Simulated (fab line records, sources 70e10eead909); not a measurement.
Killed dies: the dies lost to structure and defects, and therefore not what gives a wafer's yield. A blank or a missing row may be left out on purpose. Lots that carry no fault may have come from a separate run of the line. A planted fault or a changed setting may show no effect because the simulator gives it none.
fab line records    flow nandHarc
record: lots: 6  wafers: 18  lastDay: 32
route steps=1302 shown A_SGD_CUT@896 END@1302
lots with no fault: from the same line, run without faults
startH: hours from the record's first day to the start of the lot's first wafer shown    waitH: hours since the lot's step before    " as in the row above    L1.1+2: a row that stands for several wafers    - value missing, or start not given    * or withheld: withheld    < > ~ a bound
route shown NAME@n: NAME is a module with steps in the file, n the number in the route of the first one    usual: mean/standard deviation of fault-free wafers    same: alike in all rows    chamber/n: place in a boat    sites: readings site by site    _std_site: standard deviation of those values    _edge_site: inner sites' mean taken away from outer sites' mean    radiusMm: how far each site lies from the wafer's centre    mask NAME#n: copy n    behind: the tool/chamber that last shaped the wafer    hold: why the lot was held/for how many hours/how that ended    device: which transistor (n, p or np) failed to switch    end of line: the same wafers' tests at the end of the route    where a step has no rows: the recipe by itself    killed: dies that structure and defects cost at the first sort, which is not the same as the wafer's yield    map: dies across one wafer; x = killed, . = not, _ = none there
set.NAME: setting as actually run; set.NAME@STEP: the setting as run at that earlier step    model.NAME: the simulator's own value behind a step, which no gauge read
lots at selected steps of the route; one table per step, one row per wafer
services: from which hour (startH, from the record's first day; less than 0 if before it) a tool's chamber was out of use, for how many hours, and why
== steps ==
step: NHARC_A_SGD_CUT_SOFTBAKE_04
recipe: tempC: 105  timeS: 55
step: NHARC_A_SGD_CUT_EBR_05
step: NHARC_A_SGD_CUT_EXPOSE_06
recipe: na: 1.35  doseMj: 85.59  maskId: SGD
step: NHARC_A_SGD_CUT_PEB_07
recipe: pebTempC: 100  pebTimeS: 65
step: NHARC_A_SGD_CUT_DEVELOP_08
recipe: developTimeS: 35  devTempC: 23
step: NHARC_A_SGD_CUT_CD_MEAS_09
recipe: targetCdNm: 100  landingEnergyEv: 500
usual: cdNm: 100.0/0.46
lot.wafer  tool      chamber  startH  waitH  cdNm
L337.1     cdSem-03  0        471.75  -      100.1
L337.2     "         0        "       "      99.5
L337.6     "         0        "       "      99.6
L340.2     cdSem-03  0        511.69  -      99.9
L340.3     "         0        "       "      100.0
L340.6     "         0        "       "      99.6
L344.3     cdSem-02  0        526.93  -      100.5
L344.4     "         0        "       "      101.0
L344.5     "         0        "       "      100.5
L343.3     cdSem-01  0        541.47  -      100.1
L343.5     "         0        "       "      100.6
L343.6     "         0        "       "      99.9
L348.1     cdSem-03  0        593.38  -      99.1
L348.4     "         0        "       "      99.9
L348.6     "         0        "       "      99.8
L352.1     cdSem-02  0        616.33  -      100.4
L352.3     "         0        "       "      99.7
L352.4     "         0        "       "      100.2
step: NHARC_A_SGD_CUT_OVL_MEAS_10
usual: overlayXNm: -0.1/0.95  overlayYNm: -0.4/0.78
lot.wafer  tool        chamber  startH  waitH  overlayXNm  overlayYNm
L337.1     overlay-02  -        471.84  -      -2.0        -0.3
L337.2     "           -        "       "      -2.0        -0.2
L337.6     "           -        "       "      -1.7        -0.1
L340.2     overlay-01  -        511.77  -      1.0         -1.1
L340.3     "           -        "       "      1.4         -1.0
L340.6     "           -        "       "      1.6         -1.3
L344.3     overlay-02  -        527.02  -      -1.0        -1.1
L344.4     "           -        "       "      -1.6        -0.9
L344.5     "           -        "       "      -1.0        -0.9
L343.3     overlay-02  -        541.55  -      0.9         -0.7
L343.5     "           -        "       "      0.6         -0.7
L343.6     "           -        "       "      0.4         -0.7
L348.1     overlay-02  -        593.47  -      -1.4        1.2
L348.4     "           -        "       "      -1.0        1.0
L348.6     "           -        "       "      -1.3        0.8
L352.1     overlay-02  -        616.42  -      0.7         0.2
L352.3     "           -        "       "      1.1         0.0
L352.4     "           -        "       "      1.2         0.0
step: NHARC_A_SGD_CUT_INSPECT_11
usual: rawDefectCount: 62/27
lot.wafer  tool              chamber  startH  waitH  rawDefectCount
L337.1     defectInspect-02  -        471.88  0.0    78
L337.2     "                 -        "       "      65
L337.6     "                 -        "       "      80
L340.2     defectInspect-01  -        511.81  0.0    131
L340.3     "                 -        "       "      93
L340.6     "                 -        "       "      99
L344.3     defectInspect-01  -        527.05  0.0    70
L344.4     "                 -        "       "      85
L344.5     "                 -        "       "      89
L343.3     defectInspect-01  -        541.59  0.0    18
L343.5     "                 -        "       "      7
L343.6     "                 -        "       "      12
L348.1     defectInspect-01  -        593.51  0.0    56
L348.4     "                 -        "       "      58
L348.6     "                 -        "       "      65
L352.1     defectInspect-02  -        616.45  0.0    71
L352.3     "                 -        "       "      71
L352.4     "                 -        "       "      60
step: NHARC_A_SGD_CUT_DESCUM_14
recipe: timeS: 3  o2FlowSccm: 200  arFlowSccm: 0  biasPowerW: 0  chemistry: O2
usual: drypumpMotorCurrentA: 5.5/0.31  oesProductAu: 0.998/0.0082  rfVppV: 57.6/0.99  showerheadPlenumPTorr: 1.87/0.091  throttleValvePct: 11.311/0.0084
lot.wafer  tool        chamber  startH  waitH  drypumpMotorCurrentA  oesProductAu  rfHoursCounterH  rfVppV  showerheadPlenumPTorr  throttleValvePct
L337.1     rieDiel-08  2        471.94  0.1    5.0                   1.012         9                59.2    1.96                   11.312
L337.2     "           0        "       "      5.4                   1.000         7                57.4    1.80                   11.321
L337.6     "           2        "       "      5.0                   1.000         -                57.6    1.96                   11.312
L340.3     rieDiel-09  3        511.88  0.1    6.0                   0.990         1                56.1    1.79                   11.308
L340.2     "           1        "       "      5.5                   0.990         0                56.0    1.82                   11.315
L340.6     "           2        "       "      5.5                   0.984         -                56.9    1.78                   11.319
L344.3     rieDiel-08  3        527.11  0.1    5.6                   1.007         13               58.2    2.02                   11.311
L344.4     "           1        "       "      5.9                   1.003         13               56.5    1.81                   11.328
L344.5     "           3        "       "      5.6                   1.000         -                58.6    2.02                   11.318
L343.3     rieDiel-08  2        541.66  0.1    5.0                   0.990         15               57.2    1.96                   11.317
L343.6     "           1        "       "      5.9                   0.997         -                58.8    1.81                   11.320
L343.5     "           2        "       "      5.0                   0.990         -                58.2    1.96                   11.310
L348.4     rieDiel-09  0        593.59  0.1    5.6                   0.988         7                57.1    1.90                   11.319
L348.1     "           1        "       "      5.5                   0.993         7                57.2    1.82                   11.308
L348.6     "           2        "       "      5.5                   0.984         -                56.9    1.78                   11.321
L352.4     rieDiel-05  2        616.52  0.1    5.6                   0.988         0                57.9    1.93                   11.302
L352.1     "           3        "       "      5.4                   0.986         0                58.9    1.88                   11.307
L352.3     "           0        "       "      5.0                   0.996         0                57.7    2.04                   11.317
step: NHARC_A_SGD_CUT_ETCH_58
recipe: targetDepthA: 390  overEtchFrac: 0.3  timeS: 65  ionEnergyEv: 80  cf4FlowSccm: 150  arFlowSccm: 0  rfW: 300  biasW: 100  chemistry: CF4
usual: biasW: 100.0/0.34  cf4FlowSccm: 150.0/0.41  drypumpMotorCurrentA: 5.47/0.3  oesProductAu: 0.999/0.008  rfVppV: 150.8/1.3  runLengthS: 86.6/0.44  showerheadPlenumPTorr: 1.73/0.076  throttleValvePct: 13.285/0.0093
lot.wafer  tool        chamber  startH  waitH  biasW  cf4FlowSccm  drypumpMotorCurrentA  oesProductAu  rfHoursCounterH  rfVppV  runLengthS  showerheadPlenumPTorr  throttleValvePct
L337.1     rieDiel-08  0        472.04  0.1    100.4  149.4        5.44                  0.992         7                149.7   86.2        1.67                   13.276
L337.2     "           1        "       "      100.2  150.3        5.87                  1.008         8                150.3   86.8        1.68                   13.290
L337.6     "           3        "       "      100.0  149.9        5.64                  1.002         -                152.1   86.9        1.86                   13.299
L340.2     rieDiel-09  2        511.97  0.1    100.4  149.6        5.50                  0.980         0                150.7   87.1        1.65                   13.283
L340.3     "           3        "       "      99.9   150.4        6.01                  1.010         1                150.3   87.0        1.66                   13.267
L340.6     "           1        "       "      100.1  150.4        5.49                  1.000         -                149.9   86.8        1.69                   13.282
L344.3     rieDiel-08  3        527.21  0.1    99.9   150.2        5.62                  1.008         13               152.7   87.0        1.86                   13.289
L344.4     "           1        "       "      99.7   150.1        5.91                  1.004         13               148.5   86.8        1.68                   13.302
L344.5     "           2        "       "      99.6   150.3        4.99                  1.002         -                152.2   86.0        1.81                   13.289
L343.3     rieDiel-08  2        541.74  0.1    99.9   149.9        4.97                  1.000         15               152.7   86.4        1.81                   13.292
L343.6     "           1        "       "      100.3  149.9        5.88                  1.006         -                151.2   86.6        1.68                   13.275
L343.5     "           2        "       "      99.5   150.1        4.96                  0.995         -                152.3   86.3        1.81                   13.294
L348.4     rieDiel-09  2        593.66  0.1    100.3  150.7        5.48                  0.984         7                149.1   86.4        1.65                   13.280
L348.1     "           1        "       "      100.1  149.9        5.48                  0.994         7                150.0   86.6        1.69                   13.288
L348.6     "           2        "       "      99.9   150.5        5.48                  0.990         -                150.0   86.4        1.65                   13.282
L352.3     rieDiel-05  1        617.10  0.6    100.3  150.1        5.16                  1.008         0                150.4   86.8        1.66                   13.287
L352.1     "           3        "       "      99.6   150.0        5.37                  0.996         0                150.4   87.4        1.74                   13.280
L352.4     "           0        "       "      99.5   150.1        4.99                  1.001         1                153.6   86.0        1.88                   13.290
step: NHARC_A_SGD_CUT_ETCH_59
recipe: targetDepthA: 2600  overEtchFrac: 0.25  timeS: 406.25  ionEnergyEv: 200  n2FlowSccm: 150  h2FlowSccm: 150  arFlowSccm: 0  rfW: 400  biasW: 150  chemistry: N2/H2
usual: biasW: 150.0/0.42  drypumpMotorCurrentA: 5.50/0.3  oesProductAu: 0.997/0.0084  rfVppV: 429.3/2.8  runLengthS: 427.8/0.41  showerheadPlenumPTorr: 2.00/0.098  throttleValvePct: 14.171/0.0089
lot.wafer  tool        chamber  startH  waitH  biasW  drypumpMotorCurrentA  oesProductAu  rfHoursCounterH  rfVppV  runLengthS  showerheadPlenumPTorr  throttleValvePct
L337.1     rieDiel-08  1        -       -      149.4  5.91                  1.010         8                427.3   428.2       1.93                   14.160
L337.2     "           2        "       "      149.2  4.97                  1.004         9                432.5   427.3       2.09                   14.165
L337.6     "           0        "       "      150.3  5.36                  0.994         -                427.0   427.8       1.91                   14.173
L340.3     rieDiel-09  2        -       -      149.6  5.48                  0.973         0                427.0   428.0       1.89                   14.159
L340.2     "           0        "       "      149.6  5.66                  0.988         1                429.1   427.8       2.03                   14.189
L340.6     "           3        "       "      150.1  5.99                  1.003         -                428.0   428.0       1.90                   14.174
L344.4     rieDiel-08  2        -       -      150.1  4.93                  0.994         13               432.9   428.0       2.09                   14.188
L344.3     "           3        "       "      150.6  5.62                  1.004         13               434.2   428.1       2.15                   14.177
L344.5     "           1        "       "      150.4  5.88                  1.003         -                427.2   427.8       1.93                   14.161
L343.3     rieDiel-08  2        -       -      150.1  4.96                  0.990         15               431.9   427.3       2.09                   14.166
L343.5     "           3        "       "      150.6  5.61                  0.997         -                434.0   428.1       2.15                   14.167
L343.6     "           0        "       "      149.8  5.42                  0.993         -                427.5   427.4       1.91                   14.168
L348.1     rieDiel-09  0        -       -      150.6  5.62                  0.986         7                429.4   427.7       2.03                   14.163
L348.4     "           2        "       "      149.9  5.48                  0.993         7                425.2   428.1       1.89                   14.192
L348.6     "           3        "       "      149.6  5.98                  1.008         -                426.5   427.9       1.90                   14.174
L352.4     rieDiel-05  3        -       -      150.1  5.39                  0.999         0                430.0   428.5       2.00                   14.169
L352.1     "           0        "       "      151.0  4.97                  1.003         1                434.7   426.7       2.18                   14.172
L352.3     "           2        "       "      150.4  5.60                  1.000         1                430.9   427.9       2.06                   14.163
step: NHARC_A_SGD_CUT_ETCH_15
recipe: targetDepthA: 750  timeS: 64.3  ch3fFlowSccm: 50  o2FlowSccm: 30  arFlowSccm: 200  rfW: 500  biasW: 100  chemistry: CH3F/O2
usual: biasW: 100.1/0.31  ch3fFlowSccm: 50.01/0.14  drypumpMotorCurrentA: 5.5/0.31  oesProductAu: 0.957/0.02  rfVppV: 263.1/1.7  runLengthS: 85.9/0.46  showerheadPlenumPTorr: 2.41/0.11  throttleValvePct: 20.662/0.0087
lot.wafer  tool        chamber  startH  waitH  biasW  ch3fFlowSccm  drypumpMotorCurrentA  oesProductAu  rfHoursCounterH  rfVppV  runLengthS  showerheadPlenumPTorr  throttleValvePct
L337.2     rieDiel-08  0        -       -      100.3  49.79         5.4                   0.972         7                260.6   85.3        2.31                   20.662
L337.1     "           1        "       "      100.4  50.18         5.9                   0.974         8                261.5   85.9        2.33                   20.676
L337.6     "           1        "       "      100.7  49.77         5.9                   0.990         -                262.0   85.8        2.33                   20.654
L340.2     rieDiel-09  0        -       -      99.9   50.21         5.6                   0.977         1                263.8   86.1        2.45                   20.667
L340.3     "           3        "       "      100.0  50.04         6.0                   0.955         1                262.6   85.9        2.31                   20.669
L340.6     "           1        "       "      100.1  50.25         5.5                   0.967         -                261.4   86.0        2.34                   20.672
L344.3     rieDiel-08  3        -       -      100.3  49.82         5.6                   0.922         13               266.5   86.0        2.59                   20.673
L344.4     "           0        "       "      100.1  50.10         5.4                   0.913         12               262.2   85.2        2.31                   20.643
L344.5     "           2        "       "      100.2  49.90         5.0                   0.927         -                264.0   85.3        2.51                   20.657
L343.3     rieDiel-08  0        -       -      99.3   49.85         5.4                   0.970         15               260.2   85.3        2.31                   20.671
L343.5     "           2        "       "      100.0  49.99         4.9                   0.961         -                265.4   85.6        2.51                   20.663
L343.6     "           3        "       "      100.0  50.24         5.6                   0.970         -                266.1   86.3        2.58                   20.657
L348.4     rieDiel-09  1        -       -      100.3  50.08         5.5                   0.969         8                261.5   85.9        2.34                   20.656
L348.1     "           2        "       "      100.1  49.88         5.5                   0.943         7                260.6   86.2        2.29                   20.661
L348.6     "           0        "       "      100.1  50.16         5.7                   0.960         -                263.6   85.6        2.44                   20.658
L352.1     rieDiel-05  2        -       -      100.1  49.90         5.6                   0.925         1                263.0   85.6        2.48                   20.661
L352.3     "           3        "       "      100.2  49.88         5.4                   0.916         0                263.5   86.9        2.41                   20.652
L352.4     "           0        "       "      99.9   50.00         5.0                   0.917         1                265.9   85.5        2.62                   20.649
step: NHARC_A_SGD_CUT_ETCH_16
recipe: targetDepthA: 3105  timeS: 155.2  c4f8FlowSccm: withheld  o2FlowSccm: 8  arFlowSccm: withheld  rfW: 600  biasW: 800  chemistry: C4F8/O2/Ar
usual: biasW: 799.5/2.6  oesProductAu: 0.967/0.016  rfVppV: 721/4.7  runLengthS: 176.7/0.42
lot.wafer  tool        chamber  startH  waitH  biasW  oesProductAu  rfHoursCounterH  rfVppV  runLengthS
L337.1     rieDiel-08  3        472.51  -      797.6  0.962         9                729     177.1
L337.2     "           0        "       "      798.1  0.978         7                718     176.4
L337.6     "           3        "       "      798.1  0.966         -                729     177.7
L340.2     rieDiel-09  2        512.45  -      799.1  0.955         1                715     176.6
L340.3     "           0        "       "      799.4  0.972         1                724     176.3
L340.6     "           1        "       "      797.9  0.972         -                718     176.9
L344.3     rieDiel-08  3        527.70  -      -      0.934         13               728     161.3
L344.4     "           1        "       "      799.2  0.946         13               718     176.6
L344.5     "           3        "       "      -      0.939         -                728     161.0
L343.3     rieDiel-08  0        542.24  -      800.9  0.974         15               717     176.4
L343.6     "           2        "       "      801.9  0.956         -                726     176.1
L343.5     "           3        "       "      -      0.978         -                728     161.1
L348.1     rieDiel-09  2        594.17  -      801.8  0.971         7                718     176.7
L348.4     "           3        "       "      801.0  0.977         6                718     176.9
L348.6     "           0        "       "      806.4  0.977         -                723     176.4
L352.4     rieDiel-05  3        617.60  -      796.5  0.946         0                722     177.1
L352.3     "           0        "       "      800.8  0.936         1                729     176.0
L352.1     "           1        "       "      799.1  0.947         0                716     176.9
step: NHARC_A_SGD_CUT_STRIP_60
recipe: c4f8FlowSccm: withheld  o2FlowSccm: 8  arFlowSccm: withheld  biasW: 0  chemistry: C4F8/O2/Ar
step: NHARC_END_SORT_01
recipe: tempC: 25
usual: killedAtArray: 63/18  killedAtOther: 1.1/1.3  killedAtPeriphery: 4.3/2.8  killedDies: 68/18  killedOpen: 3.3/2  killedShort: 2.4/1.6
same: grossDies: 677
lot.wafer  tool       chamber  startH  waitH  killedAtArray  killedAtOther  killedAtPeriphery  killedDies  killedOpen  killedShort
L344.3     prober-02  0        722.88  3.1    650            4              2                  656         4           1
L344.5     prober-02  0        724.48  3.7    642            2              6                  650         6           2
L343.5     prober-01  0        732.14  3.7    635            1              7                  643         4           0
L348.6     prober-01  0        764.26  4.0    89             0              2                  91          4           2
killed by level:class
L344.3 A_SGD_CUT:areaEtch=574 A_CHANNEL_HOLE_D1:chamberFilmFlake=35 A_SLIT:chamberFilmFlake=22 A_CHANNEL_HOLE_D2:chamberFilmFlake=9 THIN_TSV:chamberFilmFlake=4 A_CONTACT:chamberFilmFlake=3 P_M0:geometricParticle:open=1 A_DECK1_JOINT:geometricParticle:short=1
L344.5 A_SGD_CUT:areaEtch=571 A_CHANNEL_HOLE_D1:chamberFilmFlake=32 A_SLIT:chamberFilmFlake=23 A_CHANNEL_HOLE_D2:chamberFilmFlake=3 P_M0:geometricParticle:open=2 A_ONON_D1:geometricParticle:open=2 P_BONDPAD:chamberFilmFlake=2 A_STAIRCASE:chamberFilmFlake=2
L343.5 A_SGD_CUT:areaEtch=623 P_BONDPAD:chamberFilmFlake=5 A_SLIT:chamberFilmFlake=3 A_M0:geometricParticle:open=2 P_GATE:chamberFilmFlake=2 A_STAIRCASE:chamberFilmFlake=2 A_CHANNEL_FILL_D1:geometricParticle:open=1 A_ONON_D2:geometricParticle:open=1
L348.6 A_CHANNEL_HOLE_D1:chamberFilmFlake=36 A_SLIT:chamberFilmFlake=36 A_CONTACT:chamberFilmFlake=8 P_M0:geometricParticle:open=2 A_CHANNEL_FILL_D1:geometricParticle:open=2 A_CHANNEL_FILL_D1:chamberFilmFlake=2 A_ONON_D2:geometricParticle:short=1 A_CONTACT:geometricParticle:short=1
map L343.5 (x killed, . not)
____________.____________
_________x.x.xxx_________
_______xx.xxxxx.xx_______
______xxx.xxxxxxxxx______
_____xxxxxxxxxxxx.xx_____
____xxxxxxxxxxxxxxxx.____
____xx.xxxxxxxxxx.xxx____
___xxxxxxxxxxxxxxxxxxx___
___xxx.xxxx.xxxxxxxxx.___
__xxxxxxxxxxxxxxxxxx.x.__
__.xxxxxxxxxxxxx.xxxxx.__
_xxxxxxxxxxxxxxxxxx.xxx._
_xxxxxxxxxxxxxxxxxxxxxxx_
_xxxxxxxxxxxxxxxxxxxxxxx_
_xxxxxxxxxxxxxxxxxxxxxxx_
_xxxxxxxxxxxxxxxxxxxxxxx_
xxxxxxxxxxxxxxxxxxxxxxxxx
xxxxxxxxxxxxxxxxxxxxxxxxx
xxxxxxxxxxxxxxxxxxxxxxxxx
xxxxxxxxxxxxxxxxxxxxxxxxx
xxxxxxxxxxxxxxxxxxxxxxxx.
_xxxxxxxxxxxxxxxxxxxx.xx_
_xxxxxxxxxxxxxxxxxxxxx.._
_xxxxxxxxxxxxxxxxxxxxxxx_
_xxxxxxxxxxxxxxxxxxxxxxx_
_.xxxxxxxxxxxxxxxxxxxxxx_
__xxxxxxxxxxxxxxxxxxxxx__
__x.xxxxxxxx.xxxxxxxxxx__
___x.xxxxxxxxxxxxxxxxx___
___xxxxxxxxxxxxxxxxxxx___
____xxxxxxxxxxxxxxxx.____
____xxxxxxxxxxxxxxx.x____
_____.xxxxxxxxxxxxxx_____
______xxxxxxxxxxxxx______
_______xx.xxxxxxx._______
_________xxx.xxx_________
____________x____________
map L344.3 (x killed, . not)
____________x____________
_________xxxxxxx_________
_______x.xxxxxxxxx_______
______xx..xxxxxxxxx______
_____xxxxxxxxxxxxxxx_____
____xxxxxxxxxxxxxxxxx____
____xxxxxxxxxxxxxxxxx____
___xxxxxxxxxxxxxxxxxxx___
___xxxx.xxxxxxxxxxxxxx___
__xxxxxxxxxxxxxxxxxxxxx__
__xxxxxxxxxxxxxxxxxxxxx__
_xxxxxxxxxxxxxx.xxxxxxxx_
_xxxxxxxxxxxxxxxxxxxxxxx_
_.xxxxxxxxxxxxxxxxxxxxxx_
_xxxxxxxxxxxxxxxxxxxxxxx_
_xxxxxxxxxxxxxxxxxxxxxxx_
xxxxxxxxxxxxxxxxxxxxxxxxx
xxx.xxxxxxxxxxxxxxxxxxxxx
xxxxxxxxxxxxxxxxxx.xxxx.x
xxxxx.xxxxxxxxxxxxxxxxxxx
xxxxxxxxxxxxxxxxxxxxxxxxx
_xxxxxxxxxxxxxxxxxxxxxxx_
_xxxxxxxxxxxxxxxxxxxxxxx_
_xxxxxxxxxxxxxxxxxxxxxxx_
_xxxxxxxxxxxxxxxxxxxxxxx_
_xxxxxxxxxxxxxxxxxxxxxxx_
__.xxxxxxxxxxxxxxxxxxxx__
__xx.xxxxxxxxxxxxxxxxx.__
___.xxxxxxxxx.xxxxxxxx___
___xxxxxxxxxxxxxxxxxxx___
____xxxxxxxxxxxxxxxxx____
____.xxxxxxxxxxxx.xxx____
_____.xxx.xxxxxxxxxx_____
______xxxxxxxxxxxxx______
_______x.xxxxxxxx._______
_________xxxxxxx_________
____________x____________
== services ==
tool        chamber  startH  hours  kind
rieDiel-08  0        450.34  -      clean
rieDiel-08  1        450.34  -      clean
rieDiel-08  2        450.34  -      clean
rieDiel-08  3        450.34  -      clean
rieDiel-05  3        462.90  9.0    repair
rieDiel-08  0        474.84  -      clean
rieDiel-08  1        474.84  -      clean
rieDiel-08  2        474.84  -      clean
rieDiel-08  3        474.84  -      clean
rieDiel-09  1        476.72  6.7    repair
rieDiel-09  -        497.10  9.0    pm
rieDiel-08  0        499.34  -      clean
rieDiel-08  1        499.34  -      clean
rieDiel-08  2        499.34  -      clean
rieDiel-08  3        499.34  -      clean
rieDiel-08  0        523.84  -      clean
rieDiel-08  1        523.84  -      clean
rieDiel-08  2        523.84  -      clean
rieDiel-08  3        523.84  -      clean
rieDiel-09  3        531.66  6.0    repair
rieDiel-08  -        544.84  9.0    pm
rieDiel-08  0        544.84  9.0    ventCycle
rieDiel-05  0        548.86  4.9    repair
rieDiel-05  -        583.60  9.0    pm
== key ==
firstSign: step: NHARC_A_SGD_CUT_ETCH_16  reading: runLengthS  direction: down  sigmas: 37  usual: *  struck: *
effect: step: NHARC_END_SORT_01  reading: killedAtArray  direction: up  sigmas: 33  usual: 63  struck: 642
moreKillsBornAt: NHARC_A_SGD_CUT_ETCH_16@rieDiel-08: 1768
metAt NHARC_A_SGD_CUT_ETCH_16
struckWafers L343.5,L344.3,L344.5
laterRowsLeftOut L343.5,L344.3,L344.5
testerLeftOut L343,L344
onsetBetween 472.51 527.70
fault: kind: processParameterDrift  tool: rieDiel-08  chamber: 3  onsetH: 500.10  steps: NHARC_A_SGD_CUT_ETCH_16  channel: timeS  offset: *  shape: step  endH: 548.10  actsIn: *  stated: *
testerLeftOut: of these lots the tester's yield and bins aren't shown, on N5 and GAA mostly nor the transistor test; their killed dies are dies lost to structure and defects alone, not to doping, threshold or leakage, so they don't give the yield
laterRowsLeftOut: the simulator's readings of these wafers behind a module that went badly wrong aren't trusted and aren't shown, but for the sort
